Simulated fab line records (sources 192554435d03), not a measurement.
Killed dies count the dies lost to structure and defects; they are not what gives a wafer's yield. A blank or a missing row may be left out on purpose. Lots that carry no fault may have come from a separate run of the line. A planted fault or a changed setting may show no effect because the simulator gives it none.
fab line records    flow n5_finfet
[record] lots = 7  wafers = 39
route steps=1938 shown DUMMY_GATE@248 HKMG_FIN@386 BEOL_M0_SAQP@638 BEOL_M2@841
start_h: hours from the record's first day to the start of the lot's first wafer shown    wait_h: time in hours since the lot's previous step    " identical to the entry in the row above    L1.1+2: several wafers, shown together as one row    - no value, or no start was given    * or withheld: withheld    < > ~ a bound
route shown NAME@n: a module of which the file shows steps, and the number in the route of the first    usual: the fault-free wafers' mean and standard deviation    same: alike in all rows    chamber/n: place in a boat    sites: readings site by site    _std_site: how widely they spread, as a standard deviation    _edge_site: inner sites' mean taken away from outer sites' mean    radius_mm: for every site, how far away it sits from the centre of the wafer    mask NAME#n: copy n    behind: the most recent tool/chamber to have shaped the wafer    hold: what put the lot on hold/how long, in hours/how the hold closed    device: the transistor (n, p or np) that didn't switch    end of line: tests run on the same wafers once the route is complete    a step with no rows: only its recipe    killed: at the first sort, the dies lost to defects and structure; wafer yield is something else    map: a wafer's dies, marking killed ones x, the rest . and places with no die _
set.NAME: the setting that was run; set.NAME@STEP: the one run at that earlier step    model.NAME: the simulator's own value behind a step, which no gauge read
lots whose settings were changed on purpose; a table a step, a row a wafer
[[steps]]
[step N5_DUMMY_GATE_ETCH_44]
[recipe] chemistry = HBr/O2  over_etch_frac = 0.7  target_depth_a = 1275  stop_on = SiO2  ion_energy_ev = 60  bias_w = 20  target = poly-Si  mask_material = SiO2  pressure_mtorr = 20  icp_w = 400  HBr_flow_sccm = 120  O2_flow_sccm = 10
[usual] oes_product_au = 0.726/0.012
lot.wafer  tool       chamber  start_h  wait_h  set.target_depth_a  oes_product_au
L074.1     rie_si-06  2        48.34    0.0     1275                0.725
L074.2     "          1        "        "       1275                0.726
L074.3     "          0        "        "       718                 0.991
L074.4     "          3        "        "       718                 1.006
L074.5     "          2        "        "       718                 0.989
L074.6     "          1        "        "       1275                0.734
L081.2     rie_si-06  1        90.93    0.0     1275                0.744
L081.3     "          0        "        "       1275                0.730
L081.4     "          3        "        "       1275                0.719
L082.1     rie_si-02  1        96.56    0.0     838.1               0.901
L082.2     "          0        "        "       838.1               0.893
L082.3     "          3        "        "       838.1               0.888
L082.4     "          2        "        "       1275                0.742
L082.5     "          0        "        "       1275                0.723
L082.6     "          1        "        "       1275                0.728
L087.1     rie_si-02  3        127.77   0.0     1585                0.637
L087.2     "          0        "        "       1585                0.655
L087.3     "          1        "        "       1275                0.728
L087.4     "          2        "        "       1275                0.740
L087.5     "          3        "        "       1275                0.704
L087.6     "          2        "        "       1585                0.667
L088.1     rie_si-02  1        132.71   0.0     1275                0.724
L088.2     "          0        "        "       1275                0.723
L088.3     "          2        "        "       1275                0.733
L088.4     "          3        "        "       1275                0.697
L088.5     "          3        "        "       1275                0.691
L088.6     "          0        "        "       1275                0.726
L092.1     rie_si-03  2        155.64   0.0     1275                0.729
L092.2     "          0        "        "       1275                0.723
L092.3     "          1        "        "       1275                0.735
L092.4     "          3        "        "       1275                0.739
L092.5     "          2        "        "       1275                0.729
L092.6     "          3        "        "       1275                0.741
L093.1     rie_si-02  2        161.65   0.0     1646                0.659
L093.2     "          1        "        "       1275                0.727
L093.3     "          0        "        "       1275                0.729
L093.4     "          3        "        "       1646                0.629
L093.5     "          1        "        "       1275                0.725
L093.6     "          2        "        "       1646                0.663
[step N5_HKMG_FIN_HK_ALD_01]
[recipe] material = HfO2  target_thk_a = 16  temp_c = withheld  ald_precursor_family = HfCl4  ald_co_reactant = H2O  pulse_time_s = 3  purge_time_s = 3  co_reactant_purge_time_s = 2.5  co_reactant_pulse_time_s = 0.3  ald_cycles = 30
lot.wafer         tool       chamber      start_h  wait_h  set.ald_cycles  model.HfO2_of_HKMG_FIN_HK_ALD_01.thk_nm
L074.1+3+6        ald_hk-01  0,1,3        70.83    0.0     30              1.6
L074.2+4+5        "          3,2,2        "        "       14              0.8
L081.2+3+4        ald_hk-02  1,2,0        114.69   0.0     30              1.6
L082.1+2+5        ald_hk-02  0,1,3        119.52   0.0     22              1.2
L082.3+4+6        "          2,3,2        "        "       30              1.6
L087.1+2+3+4+5+6  ald_hk-03  1,3,0,2,3,0  149.76   0.0     30              1.6
L088.1+4+5        ald_hk-03  3,0,1        154.47   0.0     30              1.6
L088.2+3+6        "          2,1,2        "        "       25              1.4
L092.1+2+6        ald_hk-02  1,3,0        177.43   0.0     47              2.6
L092.3+4+5        "          2,0,1        "        "       30              1.6
L093.1+4+5        ald_hk-03  1,3,2        186.81   0.0     30              1.6
L093.2+3+6        "          2,0,3        "        "       18              1
[step N5_HKMG_FIN_HK_ANNEAL_02]
[recipe] temp_c = 700  time_s = 30  ambient = N2  idle_temp_c = 600  ramp_up_c_per_s = 150  ramp_down_c_per_s = 60  cool_to_c = 600
[step N5_HKMG_FIN_ALD_74]
[recipe] material = La2O3  target_thk_a = 5  temp_c = 250  ald_precursor_family = La-Cp  ald_co_reactant = O3  pulse_time_s = 6  co_reactant_pulse_time_s = 1  purge_time_s = 3  co_reactant_purge_time_s = 3
[step N5_HKMG_FIN_WET_ETCH_82]
[recipe] chemistry = dHCl  mix = 1:10000  temp_c = 25  target = La2O3  stop_on = HfO2  target_depth_nm = 2  dry = ipa_marangoni  rinse_time_s = 30  rinse_temp_c = 23
[step N5_HKMG_FIN_ALD_36]
[recipe] material = TiN  target_thk_a = 10  temp_c = 400  ald_precursor_family = TiCl4  ald_co_reactant = NH3  pulse_time_s = 1  purge_time_s = 3  co_reactant_purge_time_s = 2  co_reactant_pulse_time_s = 2  ald_cycles = 47  pressure_torr = 3
[step N5_HKMG_FIN_THK_MEAS_70]
[recipe] thk_meas_gauge = xrf  reads = HfO2_of_HKMG_FIN_HK_ALD_01
[usual] HK_THK = 1.559/0.016
lot.wafer  tool           chamber  start_h  wait_h  set.ald_cycles@HKMG_FIN_HK_ALD_01  HK_THK[nm]
L074.1     film_metro-02  -        74.30    0.2     30                                 1.557
L074.2     "              -        "        "       14                                 0.725
L074.3     "              -        "        "       30                                 1.538
L074.4     "              -        "        "       14                                 0.737
L074.5     "              -        "        "       14                                 0.728
L074.6     "              -        "        "       30                                 1.586
L081.2     film_metro-01  -        118.31   0.2     30                                 1.553
L081.3     "              -        "        "       30                                 1.568
L081.4     "              -        "        "       30                                 1.553
L082.1     film_metro-01  -        122.98   0.2     22                                 1.161
L082.2     "              -        "        "       22                                 1.178
L082.3     "              -        "        "       30                                 1.560
L082.4     "              -        "        "       30                                 1.565
L082.5     "              -        "        "       22                                 1.143
L082.6     "              -        "        "       30                                 1.577
L087.1     film_metro-02  -        153.56   0.2     30                                 1.524
L087.2     "              -        "        "       30                                 1.546
L087.3     "              -        "        "       30                                 1.524
L087.4     "              -        "        "       30                                 1.557
L087.5     "              -        "        "       30                                 1.555
L087.6     "              -        "        "       30                                 1.554
L088.1     film_metro-01  -        158.27   0.2     30                                 1.562
L088.2     "              -        "        "       25                                 1.287
L088.3     "              -        "        "       25                                 1.314
L088.4     "              -        "        "       30                                 1.581
L088.5     "              -        "        "       30                                 1.561
L088.6     "              -        "        "       25                                 1.305
L092.1     film_metro-01  -        181.10   0.2     47                                 2.430
L092.2     "              -        "        "       47                                 2.453
L092.3     "              -        "        "       30                                 1.535
L092.4     "              -        "        "       30                                 1.543
L092.5     "              -        "        "       30                                 1.564
L092.6     "              -        "        "       47                                 2.438
L093.1     film_metro-02  -        190.34   0.2     30                                 1.543
L093.2     "              -        "        "       18                                 0.921
L093.3     "              -        "        "       18                                 0.920
L093.4     "              -        "        "       30                                 1.544
L093.5     "              -        "        "       30                                 1.554
L093.6     "              -        "        "       18                                 0.942
[step N5_BEOL_M0_SAQP_PECVD_04]
[recipe] material = a-Si  target_thk_a = 600  temp_c = 350  precursor = SiH4/He  pressure_torr = 3  rf_w = 100  time_s = 60.2
lot.wafer   tool      chamber  start_h  wait_h  set.time_s  model.a-Si_of_BEOL_M0_SAQP_PECVD_04.thk_nm
L074.1+3+6  pecvd-02  0,1,1    107.15   0.0     60.2        58.6
L074.2+4    "         2        "        "       60.2        58.8
L074.5      "         0        "        "       60.2        60
L081.2+3    pecvd-01  1,2      149.77   0.0     60.2        58.8
L081.4      "         1        "        "       60.2        60
L082.1      pecvd-02  1        152.75   0.0     60.2        59.4
L082.2      "         2        "        "       60.2        59.6
L082.3      "         0        "        "       77.29       77.4
L082.4      "         0        "        "       77.29       78.8
L082.5      "         1        "        "       77.29       77.2
L082.6      "         2        "        "       60.2        61.2
L087.1      pecvd-04  1        183.36   0.0     60.2        58.6
L087.2      "         0        "        "       42.94       41
L087.3      "         2        "        "       60.2        59.2
L087.4      "         2        "        "       42.94       42.8
L087.5      "         0        "        "       42.94       42
L087.6      "         1        "        "       60.2        59.6
L088.1      pecvd-01  2        188.22   0.0     69.86       68.6
L088.2      "         0        "        "       60.2        59
L088.3      "         1        "        "       69.86       68.8
L088.4      "         2        "        "       60.2        59.8
L088.5      "         0        "        "       60.2        60.4
L088.6      "         1        "        "       69.86       69.8
L092.1+6    pecvd-04  1,0      215.14   0.0     74.87       75
L092.2      "         0        "        "       60.2        59.4
L092.3      "         0        "        "       74.87       74.8
L092.4      "         1        "        "       60.2        60.8
L092.5      "         1        "        "       60.2        61.6
L093.1      pecvd-02  0        219.33   0.0     42.05       42.8
L093.2      "         1        "        "       60.2        61
L093.3      "         2        "        "       42.05       43.2
L093.4      "         0        "        "       60.2        62
L093.5      "         2        "        "       42.05       43.8
L093.6      "         1        "        "       60.2        61.4
[step N5_BEOL_M0_SAQP_THK_MEAS_05]
[usual] thk_nm = 59.8/0.87
lot.wafer  tool           chamber  start_h  wait_h  set.time_s@BEOL_M0_SAQP_PECVD_04  thk_nm
L074.1     film_metro-01  -        107.25   0.1     60.2                              58.6
L074.2     "              -        "        "       60.2                              58.9
L074.3     "              -        "        "       60.2                              58.5
L074.4     "              -        "        "       60.2                              58.9
L074.5     "              -        "        "       60.2                              60.1
L074.6     "              -        "        "       60.2                              58.7
L081.2     film_metro-02  -        149.87   0.1     60.2                              58.8
L081.3     "              -        "        "       60.2                              58.9
L081.4     "              -        "        "       60.2                              59.9
L082.1     film_metro-02  -        152.85   0.1     60.2                              59.5
L082.2     "              -        "        "       60.2                              59.7
L082.3     "              -        "        "       77.29                             77.4
L082.4     "              -        "        "       77.29                             78.7
L082.5     "              -        "        "       77.29                             77.2
L082.6     "              -        "        "       60.2                              61.1
L087.1     film_metro-01  -        183.45   0.1     60.2                              58.5
L087.2     "              -        "        "       42.94                             41.0
L087.3     "              -        "        "       60.2                              59.1
L087.4     "              -        "        "       42.94                             42.8
L087.5     "              -        "        "       42.94                             42.1
L087.6     "              -        "        "       60.2                              59.6
L088.1     film_metro-01  -        188.31   0.1     69.86                             68.6
L088.2     "              -        "        "       60.2                              59.0
L088.3     "              -        "        "       69.86                             68.8
L088.4     "              -        "        "       60.2                              59.8
L088.5     "              -        "        "       60.2                              60.5
L088.6     "              -        "        "       69.86                             69.9
L092.1     film_metro-02  -        215.27   0.1     74.87                             74.9
L092.2     "              -        "        "       60.2                              59.4
L092.3     "              -        "        "       74.87                             74.7
L092.4     "              -        "        "       60.2                              61.0
L092.5     "              -        "        "       60.2                              61.7
L092.6     "              -        "        "       74.87                             75.0
L093.1     film_metro-01  -        219.42   0.1     42.05                             42.8
L093.2     "              -        "        "       60.2                              60.9
L093.3     "              -        "        "       42.05                             43.3
L093.4     "              -        "        "       60.2                              61.9
L093.5     "              -        "        "       42.05                             43.8
L093.6     "              -        "        "       60.2                              61.3
[step N5_BEOL_M0_SAQP_HM_DEP_111]
[recipe] material = SiO2  target_thk_a = 120  temp_c = 400  precursor = SiH4/N2O  pressure_torr = 0.75  rf_w = 275  time_s = 7.2
[step N5_BEOL_M0_SAQP_COAT_81]
[recipe] resist = SOC  temp_c = 250  time_s = 60  spin_rpm = 1500  resist_thk_nm = 100
[step N5_BEOL_M0_SAQP_HM_OPEN_112]
[recipe] chemistry = CHF3/O2  target = SiO2  stop_on = a-Si  target_depth_a = 120  over_etch_frac = 1.25  mask_material = SOC  time_s = 13.5  pressure_mtorr = 30  source_w = 650  bias_w = 170  Ar_flow_sccm = 200  CHF3_flow_sccm = 50  O2_flow_sccm = 5  ion_energy_ev = 200  ends = end_point
[step N5_BEOL_M0_SAQP_STRIP_113]
[recipe] chemistry = CHF3/O2  resist = SiARC  rf_frequency_hz = 6e+07
[step N5_BEOL_M0_SAQP_MANDREL_ETCH_20]
[recipe] target_depth_a = 600  chemistry = HBr/Cl2  target = a-Si  stop_on = SiNx  bt_time_s = 10  mask_material = SOC  over_etch_frac = 0.5  time_s = 30  pressure_mtorr = 10  icp_w = 800  bias_w = 75  HBr_flow_sccm = 150  Cl2_flow_sccm = 80  ends = end_point
[usual] oes_product_au = 0.772/0.011
lot.wafer  tool       chamber  start_h  wait_h  set.time_s@BEOL_M0_SAQP_PECVD_04  oes_product_au  model.etch.depth_nm
L074.1     rie_si-06  2        108.16   0.0     60.2                              0.765           58.62
L074.2     "          3        "        "       60.2                              0.760           58.8
L074.3     "          0        "        "       60.2                              0.764           58.51
L074.4     "          1        "        "       60.2                              0.780           58.88
L074.5     "          2        "        "       60.2                              0.781           60.05
L074.6     "          1        "        "       60.2                              0.782           58.69
L081.2     rie_si-02  2        150.79   0.0     60.2                              0.775           58.78
L081.3     "          0        "        "       60.2                              0.760           58.8
L081.4     "          1        "        "       60.2                              0.767           59.96
L082.1     rie_si-03  3        154.01   0.0     60.2                              0.783           59.43
L082.2     "          1        "        "       60.2                              0.774           59.6
L082.3     "          2        "        "       77.29                             0.895           77.27
L082.4     "          0        "        "       77.29                             0.901           78.74
L082.5     "          2        "        "       77.29                             0.890           77.17
L082.6     "          1        "        "       60.2                              0.785           61.09
L087.1     rie_si-03  3        184.30   0.0     60.2                              0.771           58.55
L087.2     "          0        "        "       42.94                             0.632           41.05
L087.3     "          1        "        "       60.2                              0.773           59.14
L087.4     "          2        "        "       42.94                             0.644           42.83
L087.5     "          2        "        "       42.94                             0.635           42.03
L087.6     "          3        "        "       60.2                              0.785           59.58
L088.1     rie_si-06  2        189.19   0.0     69.86                             0.842           68.69
L088.2     "          1        "        "       60.2                              0.776           59
L088.3     "          0        "        "       69.86                             0.849           68.79
L088.4     "          3        "        "       60.2                              0.773           59.77
L088.5     "          1        "        "       60.2                              0.781           60.49
L088.6     "          2        "        "       69.86                             0.846           69.87
L092.1     rie_si-03  3        216.11   0.0     74.87                             0.900           74.85
L092.2     "          0        "        "       60.2                              0.758           59.36
L092.3     "          1        "        "       74.87                             0.896           74.67
L092.4     "          2        "        "       60.2                              0.772           60.89
L092.5     "          0        "        "       60.2                              0.777           61.68
L092.6     "          3        "        "       74.87                             0.886           75
L093.1     rie_si-02  0        220.17   0.0     42.05                             0.633           42.8
L093.2     "          2        "        "       60.2                              0.794           60.92
L093.3     "          3        "        "       42.05                             0.631           43.24
L093.4     "          1        "        "       60.2                              0.787           61.91
L093.5     "          0        "        "       42.05                             0.654           43.79
L093.6     "          1        "        "       60.2                              0.784           61.33
[step N5_BEOL_M2_ILD_DEP_00]
[recipe] material = SiOC  target_thk_a = 790  temp_c = 350  precursor = DEMS/O2  pressure_torr = 5  rf_w = 500  time_s = 15.3
lot.wafer   tool      chamber  start_h  wait_h  set.target_thk_a  model.SiOC_of_BEOL_M2_ILD_DEP_00.thk_nm
L074.1+3+5  pecvd-02  0,1,0    130.61   0.0     790               79.4
L074.2      "         2        "        "       790               78.8
L074.4      "         2        "        "       790               80
L074.6      "         1        "        "       790               80.8
L081.2      pecvd-04  1        174.36   0.0     790               78.4
L081.3      "         2        "        "       790               78.6
L081.4      "         0        "        "       790               82
L082.1      pecvd-03  0        177.03   0.0     790               78.2
L082.2      "         2        "        "       790               78
L082.3      "         1        "        "       1138              111.6
L082.4      "         1        "        "       790               78.8
L082.5      "         0        "        "       1138              113.8
L082.6      "         2        "        "       1138              114.8
L087.1      pecvd-03  2        204.72   0.0     790               79.4
L087.2      "         0        "        "       790               78
L087.3      "         1        "        "       790               79
L087.4      "         0        "        "       504               50
L087.5      "         1        "        "       504               50.4
L087.6      "         2        "        "       504               51.4
L088.1      pecvd-04  1        211.73   0.0     790               78.6
L088.2      "         0        "        "       790               78
L088.3      "         0        "        "       790               80.2
L088.4      "         1        "        "       790               79
L088.5+6    "         1,0      "        "       790               79.8
L092.1+2    pecvd-03  0,2      236.14   0.0     790               79.4
L092.3      "         1        "        "       790               78.2
L092.4      "         2        "        "       790               81.4
L092.5      "         1        "        "       790               79.6
L092.6      "         0        "        "       790               79
L093.1      pecvd-02  1        240.59   0.0     790               79
L093.2      "         2        "        "       790               78.4
L093.3      "         0        "        "       790               78.2
L093.4      "         0        "        "       790               80.2
L093.5      "         2        "        "       790               79.8
L093.6      "         1        "        "       790               79.6
[step N5_BEOL_M2_THK_MEAS_01]
[recipe] reads = SiOC_of_BEOL_M2_ILD_DEP_00
[usual] M2_ILD_THK = 79.1/1.1
lot.wafer  tool           chamber  start_h  wait_h  set.target_thk_a@BEOL_M2_ILD_DEP_00  M2_ILD_THK[nm]
L074.1     film_metro-01  -        130.68   0.0     790                                  79.4
L074.2     "              -        "        "       790                                  78.7
L074.3     "              -        "        "       790                                  79.4
L074.4     "              -        "        "       790                                  79.9
L074.5     "              -        "        "       790                                  79.5
L074.6     "              -        "        "       790                                  80.9
L081.2     film_metro-02  -        174.42   0.1     790                                  78.5
L081.3     "              -        "        "       790                                  78.5
L081.4     "              -        "        "       790                                  81.9
L082.1     film_metro-02  -        177.10   0.0     790                                  78.2
L082.2     "              -        "        "       790                                  78.0
L082.3     "              -        "        "       1138                                 111.6
L082.4     "              -        "        "       790                                  78.8
L082.5     "              -        "        "       1138                                 113.9
L082.6     "              -        "        "       1138                                 114.7
L087.1     film_metro-01  -        204.79   0.0     790                                  79.4
L087.2     "              -        "        "       790                                  78.0
L087.3     "              -        "        "       790                                  78.9
L087.4     "              -        "        "       504                                  50.0
L087.5     "              -        "        "       504                                  50.4
L087.6     "              -        "        "       504                                  51.5
L088.1     film_metro-02  -        211.81   0.1     790                                  78.6
L088.2     "              -        "        "       790                                  78.0
L088.3     "              -        "        "       790                                  80.2
L088.4     "              -        "        "       790                                  79.1
L088.5     "              -        "        "       790                                  79.8
L088.6     "              -        "        "       790                                  79.8
L092.1     film_metro-01  -        236.21   0.0     790                                  79.4
L092.2     "              -        "        "       790                                  79.4
L092.3     "              -        "        "       790                                  78.3
L092.4     "              -        "        "       790                                  81.4
L092.5     "              -        "        "       790                                  79.7
L092.6     "              -        "        "       790                                  79.0
L093.1     film_metro-01  -        240.66   0.0     790                                  78.9
L093.2     "              -        "        "       790                                  78.5
L093.3     "              -        "        "       790                                  78.3
L093.4     "              -        "        "       790                                  80.3
L093.5     "              -        "        "       790                                  79.8
L093.6     "              -        "        "       790                                  79.7
[[key]]
[split] step = N5_DUMMY_GATE_ETCH_44  setting = target_depth_a  stated = 1275  by = wafer
[response] step = N5_DUMMY_GATE_ETCH_44  reading = oes_product_au  change = -0.00469  per = 1%  r = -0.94
[split] step = N5_HKMG_FIN_HK_ALD_01  setting = ald_cycles  stated = 30  by = wafer
[response] step = N5_HKMG_FIN_HK_ALD_01  reading = model.HfO2_of_HKMG_FIN_HK_ALD_01.thk_nm  change = +0.0159  per = 1%  r = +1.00
[response] step = N5_HKMG_FIN_THK_MEAS_70  reading = HK_THK  change = +0.0156  per = 1%  r = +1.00
[split] step = N5_BEOL_M0_SAQP_PECVD_04  setting = time_s  stated = 60.2  by = wafer
[response] step = N5_BEOL_M0_SAQP_PECVD_04  reading = model.a-Si_of_BEOL_M0_SAQP_PECVD_04.thk_nm  change = +0.603  per = 1%  r = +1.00
[response] step = N5_BEOL_M0_SAQP_THK_MEAS_05  reading = thk_nm  change = *  per = 1%  r = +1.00
[response] step = N5_BEOL_M0_SAQP_MANDREL_ETCH_20  reading = oes_product_au  change = +0.00469  per = 1%  r = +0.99
[response] step = N5_BEOL_M0_SAQP_MANDREL_ETCH_20  reading = model.etch.depth_nm  change = +0.601  per = 1%  r = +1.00
[split] step = N5_BEOL_M2_ILD_DEP_00  setting = target_thk_a  stated = 790  by = wafer
[response] step = N5_BEOL_M2_ILD_DEP_00  reading = model.SiOC_of_BEOL_M2_ILD_DEP_00.thk_nm  change = +0.789  per = 1%  r = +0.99
[response] step = N5_BEOL_M2_THK_MEAS_01  reading = M2_ILD_THK  change = +0.789  per = 1%  r = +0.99
